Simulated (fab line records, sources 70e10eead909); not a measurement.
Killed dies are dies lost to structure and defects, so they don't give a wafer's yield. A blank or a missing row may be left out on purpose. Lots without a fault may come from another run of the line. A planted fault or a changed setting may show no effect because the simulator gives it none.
Which tool did it? | flow nand_harc | 12 lots, 36 wafers sampled, at 6 steps of a route of 1302

WHAT THE GAUGES READ, wafer by wafer
NHARC_A_BLC_CD_MEAS_10: target cd 100 nm.
lot  | measured     | on        | cd_nm (nm)
L573 | day 22 05:23 | cd_sem-02 | 99.9 100.0 99.9
L574 | day 22 06:46 | cd_sem-03 | 100.2 99.5 99.1
L575 | day 23 13:45 | cd_sem-03 | 99.9 99.9 99.6
L576 | day 23 17:40 | cd_sem-02 | 100.0 100.0 100.3
L579 | day 25 01:47 | cd_sem-01 | 100.7 100.2 100.1
L580 | day 25 17:22 | cd_sem-03 | 100.3 99.7 100.6
L581 | day 25 18:31 | cd_sem-01 | 99.1 100.0 108.4
L582 | day 25 22:16 | cd_sem-01 | 99.7 108.7 108.6
L583 | day 26 04:29 | cd_sem-03 | 98.7 98.9 107.4
L592 | day 30 00:45 | cd_sem-01 | 100.1 99.9 100.5
L591 | day 30 01:57 | cd_sem-03 | 100.7 99.4 100.6
L593 | day 31 07:36 | cd_sem-01 | 99.7 99.2 99.8

NHARC_A_BLC_OVL_MEAS_11.
lot  | measured     | on         | overlay_x_nm (nm) | overlay_y_nm (nm)
L573 | day 22 05:28 | overlay-01 | -1.4 -1.0 -0.9    | 0.2 0.7 0.3
L574 | day 22 06:51 | overlay-02 | 0.1 -0.3 -0.1     | -0.5 -0.5 -0.1
L575 | day 23 13:50 | overlay-01 | -0.8 -1.1 -1.0    | 0.2 0.7 0.4
L576 | day 23 17:46 | overlay-02 | -0.5 -0.5 -0.2    | 0.3 0.8 0.8
L579 | day 25 01:52 | overlay-02 | -0.5 -0.6 -0.3    | 0.4 0.8 0.2
L580 | day 25 17:27 | overlay-01 | 0.8 -0.2 0.1      | -1.1 -1.5 -1.3
L581 | day 25 18:36 | overlay-02 | -0.2 -0.1 -0.1    | 0.0 -0.4 -0.5
L582 | day 25 22:22 | overlay-02 | 0.6 0.2 0.4       | 0.9 0.6 1.3
L583 | day 26 04:34 | overlay-02 | -0.9 -0.6 -1.2    | 0.0 -0.2 -0.1
L592 | day 30 00:50 | overlay-01 | -0.1 -0.5 -0.2    | 0.1 -0.2 0.4
L591 | day 30 02:02 | overlay-02 | -0.5 0.0 -0.3     | 0.6 0.9 0.7
L593 | day 31 07:41 | overlay-02 | 0.6 0.3 -0.3      | -0.1 0.4 -0.3

NHARC_END_SORT_01.
lot  | measured     | on        | killed_at_array | killed_at_other | killed_at_periphery | killed_dies | killed_open | killed_short
L581 | day 32 03:55 | prober-02 | 56              | 0               | 4                   | 60          | 5           | 1
L582 | day 32 15:30 | prober-01 | 47 44 46        | 1 2 0           | 5 3 4               | 53 49 50    | 6 1 1       | 4 0 4
L583 | day 32 10:51 | prober-01 | 43              | 0               | 9                   | 52          | 6           | 0

WHICH TOOL RAN EACH LOT (tool, then ch and the chambers of the sampled wafers, then the start)
lot  | NHARC_A_CONTACT_ETCH_139             | NHARC_A_BLC_PEB_08                | NHARC_A_BLC_STRIP_29
L573 | har_cap_etch-01 ch 0,1, day 22 01:28 | litho_track-04 ch 0, day 22 05:18 | rie_diel-09 ch 0,2,3, day 22 06:39
L574 | har_cap_etch-03 ch 0,1, day 22 03:11 | litho_track-04 ch 0, day 22 06:41 | rie_diel-13 ch 0,1,3, day 22 08:00
L575 | har_cap_etch-03 ch 0,1, day 23 10:01 | litho_track-04 ch 0, day 23 13:40 | rie_diel-09 ch 1,2,3, day 23 14:59
L576 | har_cap_etch-02 ch 0,1, day 23 13:57 | litho_track-04 ch 0, day 23 17:35 | rie_diel-13 ch 0,2,3, day 23 18:54
L579 | har_cap_etch-02 ch 0,1, day 24 22:14 | litho_track-04 ch 0, day 25 01:42 | rie_diel-09 ch 0,1,3, day 25 03:00
L580 | har_cap_etch-02 ch 0,1, day 25 13:35 | litho_track-04 ch 0, day 25 17:17 | rie_diel-04 ch 2,3, day 25 18:35
L581 | har_cap_etch-03 ch 0,1, day 25 14:53 | litho_track-04 ch 0, day 25 18:26 | rie_diel-13 ch 1,2,3, day 25 19:44
L582 | har_cap_etch-02 ch 1, day 25 18:26   | litho_track-04 ch 0, day 25 22:11 | rie_diel-13 ch 0,3, day 25 23:30
L583 | har_cap_etch-01 ch 0,1, day 26 00:40 | litho_track-04 ch 0, day 26 04:24 | rie_diel-13 ch 1,3, day 26 05:43
L592 | har_cap_etch-02 ch 1, day 29 21:08   | litho_track-01 ch 0, day 30 00:40 | rie_diel-13 ch 0,2,3, day 30 01:59
L591 | har_cap_etch-03 ch 0,1, day 29 22:14 | litho_track-04 ch 0, day 30 01:52 | rie_diel-09 ch 0,1,2, day 30 03:11
L593 | har_cap_etch-02 ch 0,1, day 31 03:52 | litho_track-06 ch 0, day 31 07:32 | rie_diel-04 ch 0,2,3, day 31 08:50
- NHARC_A_CONTACT_ETCH_139: etches the open film in C4F8/O2/Ar, time 195 s, target depth 840 nm.
- NHARC_A_BLC_PEB_08: peb time 65 s.
- NHARC_A_BLC_STRIP_29: strips in CF4.

WHAT THE TOOLS THEMSELVES READ (means of the sampled wafers that have a number; where no wafer has one, the mark that the record gives instead)
NHARC_A_BLC_PEB_08.
lot  | tool           | heater_power_total_W (W)
L573 | litho_track-04 | 156.3
L574 | litho_track-04 | 156.7
L575 | litho_track-04 | 156.4
L576 | litho_track-04 | 156.9
L579 | litho_track-04 | 156.9
L580 | litho_track-04 | 156.5
L581 | litho_track-04 | 156.5
L582 | litho_track-04 | 156.6
L583 | litho_track-04 | 156.3
L592 | litho_track-01 | 156.2
L591 | litho_track-04 | 156.5
L593 | litho_track-06 | 156.4

NHARC_A_BLC_STRIP_29.
lot  | tool        | cf4_flow_sccm (sccm) | drypump_motor_current_A (A) | oes_product_au (a.u.) | rf_vpp_V (V) | showerhead_plenum_p_Torr (Torr) | throttle_valve_pct (%)
L573 | rie_diel-09 | 150.4                | 5.4                         | 0.991                 | 60.2         | 1.79                            | 13.286
L574 | rie_diel-13 | 150.1                | 5.5                         | 1.001                 | 59.2         | 1.72                            | 13.290
L575 | rie_diel-09 | 149.9                | 5.4                         | 0.994                 | 58.8         | 1.76                            | 13.280
L576 | rie_diel-13 | 150.2                | 5.7                         | 0.997                 | 58.6         | 1.70                            | 13.277
L579 | rie_diel-09 | 149.7                | 5.4                         | 1.005                 | 59.1         | 1.79                            | 13.278
L580 | rie_diel-04 | 149.8                | 5.9                         | 1.004                 | 58.0         | 1.65                            | 13.279
L581 | rie_diel-13 | 150.0                | 5.5                         | 0.991                 | 59.0         | 1.75                            | 13.294
L582 | rie_diel-13 | 150.0                | 5.8                         | 1.010                 | 57.8         | 1.67                            | 13.282
L583 | rie_diel-13 | 150.1                | 5.2                         | 1.006                 | 59.0         | 1.72                            | 13.289
L592 | rie_diel-13 | 149.9                | 5.7                         | 1.010                 | 59.2         | 1.70                            | 13.293
L591 | rie_diel-09 | 150.0                | 5.3                         | 0.990                 | 60.0         | 1.76                            | 13.289
L593 | rie_diel-04 | 149.8                | 5.9                         | 0.998                 | 59.6         | 1.81                            | 13.280

THE ANSWER, worked out from the rows above alone
Rule: what is usual is taken from the lots themselves. Put in order of their means at a reading, lots are off if they are a third of the lots or fewer, leave a main group of 4 or more, and stand apart from it by a gap of 3 or more times the standard deviation of the main group's means; of several such gaps the widest counts. A main group whose means are all the same, to the digits that the tables above print for the reading, isn't used. A lot without any number at a reading at which 4 lots or more have one is off too. The other lots that the step has rows for count as sound. The gauges are gone through in route order, then the tools' own readings, and for those a lot's mean is taken as printed above. The first step at which some lot is off is used, and at that step the reading that is off furthest; a lot without a number counts as furthest.
Off: L581, L582, L583, at NHARC_A_BLC_CD_MEAS_10 (cd_nm). The main group: mean 100.0 nm, standard deviation 0.27.
A tool fits if, at a process step before that reading, it ran every lot that is off, and no sound lot after the first of them. The gauges at NHARC_A_BLC_CD_MEAS_10 are tried like those tools. None of those tried fits.

WHAT THE SIMULATOR HAD PUT IN
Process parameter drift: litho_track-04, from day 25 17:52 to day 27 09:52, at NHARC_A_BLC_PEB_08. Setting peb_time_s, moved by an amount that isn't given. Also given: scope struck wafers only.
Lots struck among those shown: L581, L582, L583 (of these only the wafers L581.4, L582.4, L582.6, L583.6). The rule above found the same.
